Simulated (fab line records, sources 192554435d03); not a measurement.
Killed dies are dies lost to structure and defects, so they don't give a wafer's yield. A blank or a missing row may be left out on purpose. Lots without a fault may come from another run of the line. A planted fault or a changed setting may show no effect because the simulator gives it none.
fab line records | flow n5_finfet
record lots=6 wafers=18 last_day=17
route steps=1938 shown BEOL_M4@1096 PASSIVATION@1936
lots that met no fault: from a run of the same line without faults
start_h: hours from the record's first day to the start of the lot's first wafer shown | wait_h: hours since the lot's step before | " the same as in the row above | L1.1+2: a row that stands for several wafers | - no value, or no start given | * or withheld: withheld | < > ~ a bound
route shown NAME@n: a module of which the file shows steps, and the number in the route of the first | usual: mean/standard deviation of fault-free wafers | same: alike in all rows | chamber/n: place in a boat | sites: the reading at each site | _std_site: their standard deviation | _edge_site: outer sites' mean less inner sites' | radius_mm: how far each site lies from the wafer's centre | mask NAME#n: copy n | behind: the tool/chamber that last shaped the wafer | hold: why the lot was held/for how many hours/how that ended | device: the transistor (n, p or np) that didn't switch | end of line: the same wafers' tests at the end of the route | a step without rows: its recipe alone | killed: dies lost to structure and defects at the first sort, not the wafer's yield | map: a wafer's dies, x killed, . not, _ none there
set.NAME: the setting as run; set.NAME@STEP: as run at that earlier step | model.NAME: the simulator's own value behind a step, which no gauge read
lots at some steps of the route; a table a step, a row a wafer
services: from which hour (start_h, from the record's first day; less than 0 if before it) a tool's chamber was out of use, for how many hours, and why
## steps
# step N5_BEOL_M4_SPUTTER_92
# recipe material=Cu target_thk_a=45 temp_c=-20 chamber_pressure_pa=0.07 power_w=withheld time_s=8.29
# step N5_BEOL_M4_ANNEAL_93
# recipe temp_c=400 time_s=240 ambient=vacuum
# usual heater_power_w=855/130 susceptor_temp_C_max=401.0/0.42
# columns lot.wafer tool chamber start_h wait_h heater_power_w susceptor_temp_C_max
L949.2 pvd_sputter-03 - 167.61 0.0 1058 401.0
L949.4 " - " " 877 401.4
L949.6 " - " " 1089 401.1
L956.1 pvd_sputter-01 - 229.37 0.0 942 401.2
L956.3 " - " " 816 401.2
L956.6 " - " " 863 400.3
L959.2 pvd_sputter-02 - 236.47 0.0 804 400.5
L959.5 " - " " 1025 401.0
L959.6 " - " " 918 400.5
L961.2 pvd_sputter-03 - 252.58 0.0 679 401.4
L961.4 " - " " 1045 401.4
L961.6 " - " " 856 401.4
L965.1 pvd_sputter-01 - 283.04 0.0 845 400.7
L965.3 " - " " 792 400.9
L965.4 " - " " 933 401.5
L969.2 pvd_sputter-03 - 297.06 0.0 895 401.1
L969.5 " - " " 855 401.6
L969.6 " - " " 855 401.2
# step N5_BEOL_M4_SPUTTER_94
# recipe material=Cu target_thk_a=45 temp_c=-20 chamber_pressure_pa=0.07 power_w=withheld time_s=8.29
# usual throttle_valve_pct=30.6/1.3
# columns lot.wafer tool chamber start_h wait_h throttle_valve_pct
L949.2 pvd_sputter-03 - 167.75 0.1 30.9
L949.4 " - " " 31.2
L949.6 " - " " 31.0
L956.1 pvd_sputter-01 - 229.51 0.1 30.5
L956.3 " - " " 30.8
L956.6 " - " " 30.9
L959.2 pvd_sputter-02 - 236.61 0.1 32.6
L959.5 " - " " 30.6
L959.6 " - " " 31.1
L961.2 pvd_sputter-03 - 252.72 0.1 31.0
L961.4 " - " " 30.8
L961.6 " - " " 31.1
L965.1 pvd_sputter-01 - 283.18 0.1 30.5
L965.3 " - " " 30.8
L965.4 " - " " 30.5
L969.2 pvd_sputter-03 - 297.20 0.1 31.2
L969.5 " - " " 31.2
L969.6 " - " " 27.9
# step N5_BEOL_M4_ANNEAL_95
# recipe temp_c=400 time_s=240 ambient=vacuum
# usual heater_power_w=856/130 susceptor_temp_C_max=400.9/0.4
# columns lot.wafer tool chamber start_h wait_h heater_power_w susceptor_temp_C_max
L949.2 pvd_sputter-03 - 167.83 0.0 1055 401.1
L949.4 " - " " 867 401.0
L949.6 " - " " 1057 401.1
L956.1 pvd_sputter-01 - 229.59 0.0 963 401.8
L956.3 " - " " 791 401.0
L956.6 " - " " 845 400.5
L959.2 pvd_sputter-02 - 236.69 0.0 790 400.6
L959.5 " - " " 1056 401.0
L959.6 " - " " 950 400.6
L961.2 pvd_sputter-03 - 252.80 0.0 680 400.7
L961.4 " - " " 1072 400.9
L961.6 " - " " 884 401.6
L965.1 pvd_sputter-01 - 283.26 0.0 828 400.4
L965.3 " - " " 816 401.1
L965.4 " - " " 936 402.1
L969.2 pvd_sputter-03 - 297.28 0.0 881 401.5
L969.5 " - " " 860 401.3
L969.6 " - " " 854 400.6
# step N5_BEOL_M4_SPUTTER_96
# recipe material=Cu target_thk_a=45 temp_c=-20 chamber_pressure_pa=0.07 power_w=withheld time_s=8.29
# step N5_BEOL_M4_ECD_50
# recipe material=Cu target_thk_a=3000
# step N5_BEOL_M4_ANNEAL_51
# recipe temp_c=225 time_s=90 ambient=N2
# usual anneal_temp_c=225.01/0.17 wafer_temp_C_max=226.1/0.37
# columns lot.wafer tool chamber start_h wait_h anneal_temp_c wafer_temp_C_max
L949.2 rtp_anneal-02 0 168.21 0.1 224.99 225.8
L949.4 " 0 " " 225.22 225.7
L949.6 " 0 " " 225.10 225.6
L956.1 rtp_anneal-01 0 229.92 0.1 224.75 226.5
L956.3 " 0 " " 224.99 226.7
L956.6 " 0 " " 224.97 226.7
L959.2 rtp_anneal-02 0 237.17 0.2 224.94 225.8
L959.5 " 0 " " 224.81 226.1
L959.6 " 0 " " 224.92 225.8
L961.2 rtp_anneal-02 0 253.18 0.1 224.74 225.8
L961.4 " 0 " " 225.17 225.7
L961.6 " 0 " " 225.08 226.2
L965.1 rtp_anneal-02 0 283.60 0.1 224.94 225.6
L965.3 " 0 " " 225.00 225.5
L965.4 " 0 " " 225.13 226.0
L969.2 rtp_anneal-01 0 297.66 0.1 225.06 226.6
L969.5 " 0 " " 225.30 226.7
L969.6 " 0 " " 225.26 226.3
# step N5_BEOL_M4_CMP_52
# recipe stop_on=SiOC t_overpolish_s=6.8 down_force_psi=1 platen_rpm=50 clearing_platen_down_force_psi=1.5 clearing_platen_rpm=50 post_cmp_clean=cu_alkaline target_thk_nm=40 clearing_platen_pad_velocity_m_s=0.99484 pad_velocity_m_s=0.99484
# usual barrier_field_endpoint_s=24.5/0.83 motor_current_A=5.9/0.54 overpolish_run_s=6.801/0.009 slurry_flow_ml_min=150.0/0.49 time_to_endpoint_s=62/4.4
# columns lot.wafer tool chamber start_h wait_h barrier_field_endpoint_s motor_current_A overpolish_run_s slurry_flow_ml_min time_to_endpoint_s
L949.2 cmp-04 1 168.54 0.3 24.2 6.7 6.801 150.8 58
L949.4 " 2 " " 23.7 6.7 6.802 150.2 57
L949.6 " 3 " " 23.5 6.4 6.809 148.7 58
L956.1 cmp-04 2 230.22 0.3 24.4 6.2 6.805 151.0 61
L956.3 " 0 " " 23.5 5.1 6.803 150.5 56
L956.6 " 3 " " 25.1 6.3 6.799 149.8 65
L959.2 cmp-04 3 237.54 0.3 24.8 6.2 6.806 150.0 64
L959.6 " 0 " " 24.1 5.1 6.807 149.6 62
L959.5 " 1 " " 24.6 7.1 6.788 150.1 60
L961.2 cmp-02 2 253.44 0.2 24.8 5.6 6.797 150.6 65
L961.4 " 1 " " 26.5 6.0 6.803 150.3 73
L961.6 " 3 " " 23.9 5.9 6.804 149.2 60
L965.1 cmp-03 3 283.92 0.3 24.5 5.7 6.810 150.1 62
L965.4 " 0 " " 23.6 5.8 6.794 149.1 57
L965.3 " 2 " " 23.4 5.6 6.805 150.6 59
L969.2 cmp-02 2 297.91 0.2 24.2 5.3 6.805 149.7 60
L969.5 " 2 " " 24.2 5.5 6.798 150.3 61
L969.6 " 3 " " 23.6 5.7 6.787 148.9 54
# step N5_BEOL_M4_THK_MEAS_53
# recipe thk_meas_gauge=xrf reads=Cu_of_BEOL_M4_ECD_50
# usual M4_THK=40.8/2
# columns lot.wafer tool chamber start_h wait_h M4_THK[nm]
L949.2 film_metro-02 - 168.76 - 40.2
L949.4 " - " " 40.1
L949.6 " - " " 41.3
L956.1 film_metro-02 - 230.52 - 38.8
L956.3 " - " " 41.3
L956.6 " - " " 39.3
L959.2 film_metro-01 - 237.72 - 41.7
L959.5 " - " " 42.4
L959.6 " - " " 40.6
L961.2 film_metro-01 - 253.73 - 39.5
L961.4 " - " " 44.7
L961.6 " - " " 40.4
L965.1 film_metro-01 - 284.22 - 41.0
L965.3 " - " " 38.7
L965.4 " - " " 40.1
L969.2 film_metro-02 - 298.20 - 40.8
L969.5 " - " " 40.8
L969.6 " - " " 41.0
# step N5_BEOL_M4_PRE_CLEAN_60
# recipe gas=NH3/H2 time_s=15 temp_c=* rf_power_w=300
# step N5_BEOL_M4_CO_CAP_55
# recipe material=Co target_thk_a=20 temp_c=200 precursor=CCTBA/H2 pressure_torr=30 time_s=102.1
# step N5_BEOL_M4_PRE_CLEAN_56
# recipe gas=NH3 time_s=15 temp_c=withheld rf_power_w=300
# step N5_BEOL_M4_DEP_57
# recipe material=SiCN target_thk_a=80 temp_c=withheld precursor=3MS/NH3 pressure_torr=3 rf_w=202 time_s=14
# usual showerhead_plenum_p_Torr=3.666/0.012 throttle_valve_pct=9.2/0.44
# columns lot.wafer tool chamber start_h wait_h showerhead_plenum_p_Torr throttle_valve_pct model.SiCN_of_BEOL_M4_DEP_57.thk_nm
L949.2 pecvd-02 2 168.95 0.0 3.644 8.5 8
L949.4 " 2 " " 3.652 8.7 8
L949.6 " 0 " " 3.643 9.2 7.8
L956.1 pecvd-02 1 230.71 0.0 3.694 9.6 7.8
L956.3 " 0 " " 3.648 9.2 8.4
L956.6 " 0 " " 3.657 9.3 8.6
L959.2 pecvd-02 0 237.91 0.0 3.654 9.5 8.4
L959.5 " 1 " " 3.690 9.6 8
L959.6 " 0 " " 3.657 9.5 8.6
L961.2 pecvd-03 0 253.92 0.0 3.676 8.6 7.8
L961.4 " 0 " " 3.668 8.8 8
L961.6 " 1 " " 3.663 9.5 8
L965.1 pecvd-04 0 284.51 0.0 3.686 9.9 8
L965.3 " 1 " " 3.671 9.4 8
L965.4 " 0 " " 3.683 9.8 8
L969.2 pecvd-04 1 298.42 0.0 3.664 9.6 8.2
L969.5 " 0 " " 3.669 10.0 8
L969.6 " 1 " " 3.665 9.6 8.2
# step N5_BEOL_M4_RS_MEAS_58
# recipe thk_meas_gauge=four-point-probe reads=Co_of_BEOL_M4_CO_CAP_55+Cu_of_BEOL_M4_ECD_50+Co_of_BEOL_M4_CVD_47+TaN_of_BEOL_M4_ALD_84
# usual M4_RS=0.66/0.039
# columns lot.wafer tool chamber start_h wait_h M4_RS[ohm/sq]
L949.2 film_metro-02 - 169.02 0.1 0.66
L949.4 " - " " 0.67
L949.6 " - " " 0.64
L956.1 film_metro-01 - 230.78 0.0 0.69
L956.3 " - " " 0.64
L956.6 " - " " 0.68
L959.2 film_metro-01 - 237.98 0.1 0.64
L959.5 " - " " 0.62
L959.6 " - " " 0.66
L961.2 film_metro-02 - 253.99 0.1 0.69
L961.4 " - " " 0.59
L961.6 " - " " 0.67
L965.1 film_metro-01 - 284.60 0.1 0.64
L965.3 " - " " 0.69
L965.4 " - " " 0.66
L969.2 film_metro-02 - 298.51 0.1 0.65
L969.5 " - " " 0.66
L969.6 " - " " 0.65
# step N5_BEOL_M4_RC_MEAS_101
# usual DIBL_N=36.8/2.2 DIBL_P=37.0/2.8 IOFF_N=0.18/0.043 IOFF_P=0.23/0.05 ION_N=680/14 ION_P=466/9.1 SS_N=71.7/0.74 SS_P=73.5/0.79 VT_N=248/4 VT_P=-249/4.1
# columns lot.wafer tool chamber start_h wait_h DIBL_N[mV/V] DIBL_P[mV/V] IOFF_N[nA/um] IOFF_P[nA/um] ION_N[uA/um] ION_P[uA/um] SS_N[mV/dec] SS_P[mV/dec] VT_N[mV] VT_P[mV]
L949.2 prober-01 0 169.23 0.2 35.8 38.1 0.19 0.28 694 479 72.3 73.8 243 -245
L949.4 " 0 " " 35.8 35.4 0.17 0.22 685 467 71.4 73.0 246 -249
L949.6 " 0 " " 35.7 36.9 0.18 0.26 694 485 71.1 73.1 245 -244
L956.1 prober-01 0 230.83 0.0 37.5 37.8 0.20 0.26 682 465 71.9 74.0 247 -246
L956.3 " 0 " " 33.7 33.3 0.12 0.18 662 459 70.4 72.1 252 -252
L956.6 " 0 " " 36.7 36.0 0.17 0.23 667 462 72.1 73.5 248 -247
L959.2 prober-01 0 238.19 0.2 40.5 39.2 0.29 0.30 709 470 73.3 73.4 243 -247
L959.5 " 0 " " 34.3 31.9 0.13 0.17 668 459 70.6 71.5 254 -252
L959.6 " 0 " " 38.1 36.7 0.22 0.25 704 475 72.0 73.3 244 -248
L961.2 prober-02 0 254.20 0.2 36.5 36.8 0.20 0.22 689 465 70.9 73.4 245 -252
L961.4 " 0 " " 36.2 36.5 0.18 0.22 692 471 71.5 73.1 245 -249
L961.6 " 0 " " 34.8 35.1 0.16 0.19 686 470 71.2 72.8 247 -251
L965.1 prober-02 0 284.65 0.0 37.2 37.6 0.20 0.25 696 467 71.5 73.6 247 -246
L965.3 " 0 " " 32.5 31.7 0.10 0.16 656 455 69.9 72.0 255 -254
L965.4 " 0 " " 34.2 33.8 0.13 0.18 664 459 70.6 72.0 249 -253
L969.2 prober-01 0 298.72 0.2 38.4 39.8 0.21 0.26 689 471 72.2 74.4 245 -248
L969.5 " 0 " " 38.1 39.8 0.21 0.26 688 467 71.1 72.8 245 -250
L969.6 " 0 " " 36.6 39.8 0.18 0.27 691 478 71.0 73.4 247 -247
# step N5_PASSIVATION_PROBE_49
# usual defect_limited_yield=91.4/1.5 killed_at_M0_to_M3=36/11 killed_at_M4_up=14/6 killed_at_contacts=11/6 killed_at_front_end=37/11 killed_at_other=4/3.4 killed_dies=102/18 killed_open=66/13 killed_short=34/7.8 sort_bin_4_leakage=0.00/0.017 sort_bin_5_function=5.0/0.97 sort_bin_6_memory=3.2/0.7 sort_bin_8_speed=0.0/0.38 sort_n_pass=1078/19 sort_yield_pct=91.3/1.6
# same gross_dies=1180 killed_at_back_side=0
# columns lot.wafer tool chamber start_h wait_h defect_limited_yield[%] killed_at_M0_to_M3 killed_at_M4_up killed_at_contacts killed_at_front_end killed_at_other killed_dies killed_open killed_short sort_bin_4_leakage[%] sort_bin_5_function[%] sort_bin_6_memory[%] sort_bin_8_speed[%] sort_n_pass sort_yield_pct[%]
L956.6 prober-02 - 332.68 0.3 90.4 41 14 14 41 3 113 74 36 0 5.1 4.0 0.1 1067 90.4
L959.5 prober-02 - 344.83 1.0 93.4 37 10 7 23 1 78 47 30 0 3.4 3.0 0 1102 93.4
L959.6 prober-02 - 344.88 1.0 91.0 35 21 15 32 3 106 62 41 0 4.9 3.9 0 1074 91.0
L961.2 prober-02 - 359.26 0.5 92.9 34 12 10 27 1 84 47 36 0 3.8 2.7 0 1096 92.9
L961.4 prober-02 - 359.36 0.6 92.1 38 21 11 23 0 93 64 28 0 4.2 3.6 0 1087 92.1
L961.6 prober-02 - 359.46 0.7 89.7 46 22 12 40 2 122 81 38 0 5.7 4.1 0 1058 89.7
L965.1 prober-02 - 395.46 0.0 93.1 20 13 6 42 1 82 56 26 0 3.8 2.8 0 1098 93.1
L965.3 prober-02 - 395.56 0.1 89.9 31 14 15 57 2 119 82 37 0 5.5 4.2 0 1061 89.9
L965.4 prober-02 - 395.61 0.2 93.1 26 11 6 34 4 81 55 26 0 4.3 2.2 0 1099 93.1
L969.2 prober-02 - 400.12 0.1 89.7 54 14 24 28 1 121 78 41 0 5.4 4.3 0 1059 89.7
L969.5 prober-02 - 400.27 0.2 88.6 29 12 30 63 1 135 84 50 0 6.5 4.5 0 1045 88.6
L969.6 prober-02 - 400.32 0.3 90.1 46 11 28 30 2 117 75 40 0 5.3 4.4 0 1063 90.1
# killed by level:class
L956.6 MOL_CONTACT_COAG:geometric_particle:open=14 FIN_SAQP:geometric_particle:short=12 FIN_SAQP:geometric_particle:open=10 BEOL_M3:geometric_particle:open=10 BEOL_M0_SAQP:geometric_particle:short=9 BEOL_M0_SAQP:geometric_particle:open=7 BEOL_M1:geometric_particle:open=6 BEOL_M4:geometric_particle:open=6
L959.5 BEOL_M3:geometric_particle:open=10 BEOL_M0_SAQP:geometric_particle:open=9 BEOL_M0_SAQP:geometric_particle:short=8 FIN_SAQP:geometric_particle:short=7 MOL_CONTACT_COAG:geometric_particle:open=6 DUMMY_GATE:geometric_particle:open=3 GATE_CUT:geometric_particle:short=3 BEOL_M1:geometric_particle:open=3
L959.6 BEOL_M0_SAQP:geometric_particle:short=12 BEOL_M0_SAQP:geometric_particle:open=10 MOL_CONTACT_COAG:geometric_particle:open=8 BEOL_M4:geometric_particle:open=7 FIN_SAQP:geometric_particle:open=6 FIN_SAQP:geometric_particle:short=6 MOL_CONTACT_COAG:geometric_particle:short=6 DUMMY_GATE:geometric_particle:open=5
L961.2 BEOL_M0_SAQP:geometric_particle:open=9 BEOL_M2:geometric_particle:open=9 GATE_CUT:geometric_particle:short=8 BEOL_M0_SAQP:geometric_particle:short=7 MOL_CONTACT_COAG:geometric_particle:open=6 GATE_CUT:geometric_particle:open=5 FIN_SAQP:geometric_particle:short=4 MOL_CONTACT_COAG:geometric_particle:short=3
L961.4 BEOL_M0_SAQP:geometric_particle:open=11 BEOL_M0_SAQP:geometric_particle:short=10 MOL_CONTACT_COAG:geometric_particle:open=9 BEOL_M2:geometric_particle:open=7 BEOL_M4:geometric_particle:open=7 FIN_SAQP:geometric_particle:short=4 DUMMY_GATE:geometric_particle:open=4 BEOL_M5:geometric_particle:open=4
L961.6 BEOL_M0_SAQP:geometric_particle:open=13 FIN_SAQP:geometric_particle:short=11 BEOL_M3:geometric_particle:open=10 MOL_CONTACT_COAG:geometric_particle:open=8 BEOL_M0_SAQP:geometric_particle:short=8 BEOL_M2:geometric_particle:open=7 BEOL_M5:geometric_particle:open=7 BEOL_M4:geometric_particle:open=6
L965.1 STI_FIN_REVEAL:geometric_particle:open=13 ILD0:geometric_particle:short=6 BEOL_M3:geometric_particle:open=6 DUMMY_GATE:geometric_particle:open=5 MOL_CONTACT_COAG:geometric_particle:open=4 BEOL_M2:geometric_particle:open=4 BEOL_M7:geometric_particle:open=4 FIN_SAQP:geometric_particle:short=3
L965.3 STI_FIN_REVEAL:geometric_particle:open=27 MOL_CONTACT_COAG:geometric_particle:open=10 BEOL_M0_SAQP:geometric_particle:short=8 BEOL_M5:geometric_particle:open=8 BEOL_M0_SAQP:geometric_particle:open=7 FIN_SAQP:geometric_particle:open=6 FIN_SAQP:geometric_particle:short=6 STI_FIN_REVEAL:geometric_particle:short=6
L965.4 BEOL_M3:geometric_particle:open=10 FIN_SAQP:geometric_particle:open=8 STI_FIN_REVEAL:geometric_particle:open=6 BEOL_M0_SAQP:geometric_particle:short=5 MOL_CONTACT_COAG:geometric_particle:open=4 DUMMY_GATE:geometric_particle:short=3 DUMMY_GATE:geometric_particle:open=3 SDB:geometric_particle:short=3
L969.2 MOL_CONTACT_COAG:geometric_particle:open=20 BEOL_M0_SAQP:geometric_particle:open=15 BEOL_M0_SAQP:geometric_particle:short=15 FIN_SAQP:geometric_particle:short=8 BEOL_M1:geometric_particle:open=8 FIN_SAQP:geometric_particle:open=5 GATE_CUT:geometric_particle:open=4 MOL_CONTACT_COAG:geometric_particle:short=4
L969.5 MOL_CONTACT_COAG:geometric_particle:open=23 FIN_SAQP:geometric_particle:short=20 FIN_SAQP:geometric_particle:open=14 STI_FIN_REVEAL:geometric_particle:open=12 BEOL_M0_SAQP:geometric_particle:open=8 MOL_CONTACT_COAG:geometric_particle:short=7 BEOL_M0_SAQP:geometric_particle:short=7 BEOL_M4:geometric_particle:open=7
L969.6 MOL_CONTACT_COAG:geometric_particle:open=24 FIN_SAQP:geometric_particle:short=14 BEOL_M0_SAQP:geometric_particle:open=11 BEOL_M0_SAQP:geometric_particle:short=10 BEOL_M3:geometric_particle:open=7 FIN_SAQP:geometric_particle:open=6 BEOL_M1:geometric_particle:open=5 BEOL_M5:geometric_particle:open=5
## services
# columns tool chamber start_h hours kind
pvd_sputter-01 - 151.78 1.0 repair
pecvd-04 2 170.47 2.1 scheduled_down
pecvd-03 2 183.26 5.5 scheduled_down
cmp-04 - 183.56 0.9 repair
pvd_sputter-01 - 194.09 0.8 repair
pecvd-03 1 196.50 16.5 scheduled_down
cmp-03 - 203.50 4.0 pm
pecvd-02 1 205.67 4.9 repair
cmp-03 - 207.50 - consumable_replace:conditioner
cmp-03 - 207.50 - consumable_replace:pad
cmp-03 - 218.71 1.1 repair
cmp-03 - 221.52 5.1 pm
cmp-04 - 244.19 3.7 pm
cmp-02 - 244.28 4.8 pm
cmp-02 - 256.68 4.0 pm
cmp-02 - 260.68 - consumable_replace:conditioner
cmp-02 - 260.68 - consumable_replace:pad
cmp-03 - 267.36 0.8 repair
pecvd-04 2 272.32 2.5 repair
cmp-04 - 275.10 4.0 pm
pecvd-03 1 275.80 7.2 repair
cmp-04 - 279.10 - consumable_replace:conditioner
cmp-04 - 279.10 - consumable_replace:pad
cmp-02 - 292.57 1.2 repair
## key
first_sign none at tools or gauges
model_effect step=N5_BEOL_M4_DEP_57 value=SiCN_of_BEOL_M4_DEP_57.thk_nm without=8.05 struck=8.5
met_at N5_BEOL_M4_DEP_57
struck_wafers L956.3,L956.6,L959.2,L959.6
onset_between 168.95 230.71
fault kind=process_parameter_drift tool=pecvd-02 chamber=0 onset_h=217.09 steps=N5_BEOL_M4_DEP_57 channel=time_s offset=* shape=step end_h=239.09 acts_in=* stated=*
